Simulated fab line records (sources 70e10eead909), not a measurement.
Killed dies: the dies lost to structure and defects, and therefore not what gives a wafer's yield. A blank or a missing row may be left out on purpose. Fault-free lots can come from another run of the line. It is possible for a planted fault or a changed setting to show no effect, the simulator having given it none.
Shared-tool check || flow nand_harc || Sampled: 14 lots, 42 wafers

== REASON IT WAS OPENED ==
On 2 of the 14 lots, a flag is raised at NHARC_A_ONON_D1_THK_MEAS_11 on the reading thk_nm. No-fault wafers: 999 nm, standard deviation 11.
Rule: a lot is flagged in two cases, either no wafer of it has a number, or all its wafers with numbers fall more than 4 standard deviations from that mean. The other lots count as sound.

{"lot": "L954", "measured": "day 8 05:12", "on": "film_metro-02", "thk_nm (nm), wafer by wafer": "1012 1012 1014", "flag": ""}
{"lot": "L955", "measured": "day 8 05:12", "on": "film_metro-01", "thk_nm (nm), wafer by wafer": "997 997 998", "flag": ""}
{"lot": "L957", "measured": "day 8 15:17", "on": "film_metro-01", "thk_nm (nm), wafer by wafer": "1015 1015 1014", "flag": ""}
{"lot": "L958", "measured": "day 8 20:52", "on": "film_metro-01", "thk_nm (nm), wafer by wafer": "1003 1002 1001", "flag": ""}
{"lot": "L959", "measured": "day 8 20:53", "on": "film_metro-02", "thk_nm (nm), wafer by wafer": "1003 1004 1003", "flag": ""}
{"lot": "L961", "measured": "day 9 13:53", "on": "film_metro-02", "thk_nm (nm), wafer by wafer": "1508 1505 1508", "flag": "FLAGGED"}
{"lot": "L964", "measured": "day 10 06:50", "on": "film_metro-01", "thk_nm (nm), wafer by wafer": "1520 1516 1518", "flag": "FLAGGED"}
{"lot": "L968", "measured": "day 11 09:59", "on": "film_metro-01", "thk_nm (nm), wafer by wafer": "1010 1012 1011", "flag": ""}
{"lot": "L970", "measured": "day 11 19:53", "on": "film_metro-01", "thk_nm (nm), wafer by wafer": "980 981 979", "flag": ""}
{"lot": "L971", "measured": "day 11 20:07", "on": "film_metro-01", "thk_nm (nm), wafer by wafer": "999 1000 1000", "flag": ""}
{"lot": "L973", "measured": "day 12 09:59", "on": "film_metro-01", "thk_nm (nm), wafer by wafer": "1008 1010 1008", "flag": ""}
{"lot": "L972", "measured": "day 12 09:59", "on": "film_metro-02", "thk_nm (nm), wafer by wafer": "995 994 996", "flag": ""}
{"lot": "L974", "measured": "day 12 14:58", "on": "film_metro-02", "thk_nm (nm), wafer by wafer": "1002 1001 1001", "flag": ""}
{"lot": "L975", "measured": "day 13 03:42", "on": "film_metro-01", "thk_nm (nm), wafer by wafer": "988 987 986", "flag": ""}
The mean of the flagged lots' numbers is 1512 nm, +514 nm from the usual (+47 standard deviations).

== WHICH TOOL RAN EACH LOT ==
The record holds 2 process steps before the reading, out of a route of 1159 steps. Every cell lists first the tool, next ch and the chambers used by the sampled wafers, and last the start.
{"lot": "L954", "flag": "", "NHARC_A_ZERO_WELL_RTA_16": "rtp_anneal-01 ch 0, day 7 05:02", "NHARC_A_ONON_D1_DEP_09": "pecvd_onon-02 ch 0, day 8 04:48"}
{"lot": "L955", "flag": "", "NHARC_A_ZERO_WELL_RTA_16": "rtp_anneal-01 ch 0, day 7 05:11", "NHARC_A_ONON_D1_DEP_09": "pecvd_onon-01 ch 0, day 8 04:45"}
{"lot": "L957", "flag": "", "NHARC_A_ZERO_WELL_RTA_16": "rtp_anneal-01 ch 0, day 7 16:25", "NHARC_A_ONON_D1_DEP_09": "pecvd_onon-02 ch 0, day 8 14:46"}
{"lot": "L958", "flag": "", "NHARC_A_ZERO_WELL_RTA_16": "rtp_anneal-01 ch 0, day 7 21:59", "NHARC_A_ONON_D1_DEP_09": "pecvd_onon-03 ch 0, day 8 20:20"}
{"lot": "L959", "flag": "", "NHARC_A_ZERO_WELL_RTA_16": "rtp_anneal-01 ch 0, day 7 21:37", "NHARC_A_ONON_D1_DEP_09": "pecvd_onon-02 ch 0, day 8 20:22"}
{"lot": "L961", "flag": "FLAGGED", "NHARC_A_ZERO_WELL_RTA_16": "rtp_anneal-02 ch 0, day 8 17:32", "NHARC_A_ONON_D1_DEP_09": "pecvd_onon-02 ch 0, day 9 13:29"}
{"lot": "L964", "flag": "FLAGGED", "NHARC_A_ZERO_WELL_RTA_16": "rtp_anneal-01 ch 0, day 9 09:47", "NHARC_A_ONON_D1_DEP_09": "pecvd_onon-02 ch 0, day 10 06:23"}
{"lot": "L968", "flag": "", "NHARC_A_ZERO_WELL_RTA_16": "rtp_anneal-02 ch 0, day 10 10:56", "NHARC_A_ONON_D1_DEP_09": "pecvd_onon-01 ch 0, day 11 09:36"}
{"lot": "L970", "flag": "", "NHARC_A_ZERO_WELL_RTA_16": "rtp_anneal-02 ch 0, day 10 22:00", "NHARC_A_ONON_D1_DEP_09": "pecvd_onon-03 ch 0, day 11 19:29"}
{"lot": "L971", "flag": "", "NHARC_A_ZERO_WELL_RTA_16": "rtp_anneal-01 ch 0, day 10 21:25", "NHARC_A_ONON_D1_DEP_09": "pecvd_onon-01 ch 0, day 11 19:37"}
{"lot": "L973", "flag": "", "NHARC_A_ZERO_WELL_RTA_16": "rtp_anneal-02 ch 0, day 11 07:51", "NHARC_A_ONON_D1_DEP_09": "pecvd_onon-03 ch 0, day 12 09:28"}
{"lot": "L972", "flag": "", "NHARC_A_ZERO_WELL_RTA_16": "rtp_anneal-02 ch 0, day 11 09:20", "NHARC_A_ONON_D1_DEP_09": "pecvd_onon-01 ch 0, day 12 09:28"}
{"lot": "L974", "flag": "", "NHARC_A_ZERO_WELL_RTA_16": "rtp_anneal-02 ch 0, day 11 15:41", "NHARC_A_ONON_D1_DEP_09": "pecvd_onon-01 ch 0, day 12 14:31"}
{"lot": "L975", "flag": "", "NHARC_A_ZERO_WELL_RTA_16": "rtp_anneal-02 ch 0, day 12 01:15", "NHARC_A_ONON_D1_DEP_09": "pecvd_onon-02 ch 0, day 13 03:11"}
These steps, and what they do:
- NHARC_A_ZERO_WELL_RTA_16: time 10 s.
- NHARC_A_ONON_D1_DEP_09: target thk 1000 nm.
- NHARC_A_ONON_D1_THK_MEAS_11: measures by ellipsometry.

== FLAGGED OVER TOTAL, TOOL BY TOOL (the gauges that took the reading come last) ==
{"step": "NHARC_A_ZERO_WELL_RTA_16", "tool": "rtp_anneal-01", "lots run": 7, "flagged": 1, "share of the flagged lots": "some", "sound lots run after its first flagged lot": "1 (L971)"}
{"step": "NHARC_A_ZERO_WELL_RTA_16", "tool": "rtp_anneal-02", "lots run": 7, "flagged": 1, "share of the flagged lots": "some", "sound lots run after its first flagged lot": "6 (L968,L970,L973,L972,L974,L975)"}
{"step": "NHARC_A_ONON_D1_DEP_09", "tool": "pecvd_onon-01", "lots run": 5, "flagged": 0, "share of the flagged lots": "none", "sound lots run after its first flagged lot": "-"}
{"step": "NHARC_A_ONON_D1_DEP_09", "tool": "pecvd_onon-02", "lots run": 6, "flagged": 2, "share of the flagged lots": "all", "sound lots run after its first flagged lot": "1 (L975)"}
{"step": "NHARC_A_ONON_D1_DEP_09", "tool": "pecvd_onon-03", "lots run": 3, "flagged": 0, "share of the flagged lots": "none", "sound lots run after its first flagged lot": "-"}
{"step": "NHARC_A_ONON_D1_THK_MEAS_11", "tool": "film_metro-01", "lots run": 9, "flagged": 1, "share of the flagged lots": "some", "sound lots run after its first flagged lot": "5 (L968,L970,L971,L973,L975)"}
{"step": "NHARC_A_ONON_D1_THK_MEAS_11", "tool": "film_metro-02", "lots run": 5, "flagged": 1, "share of the flagged lots": "some", "sound lots run after its first flagged lot": "2 (L972,L974)"}

== WHAT IS ALLOWED BY THE TABLE ==
1 row of the table ran every flagged lot: pecvd_onon-02 at NHARC_A_ONON_D1_DEP_09.
- pecvd_onon-02 at NHARC_A_ONON_D1_DEP_09 ran 6 lots, 2 of them flagged. Sound lots followed the first flagged one (L975) on it, something a lasting fault affecting the whole tool could not allow.
None of the table's rows ran every flagged lot and, after the first, no sound lot.

== WHAT THE SIMULATOR HAD PUT IN ==
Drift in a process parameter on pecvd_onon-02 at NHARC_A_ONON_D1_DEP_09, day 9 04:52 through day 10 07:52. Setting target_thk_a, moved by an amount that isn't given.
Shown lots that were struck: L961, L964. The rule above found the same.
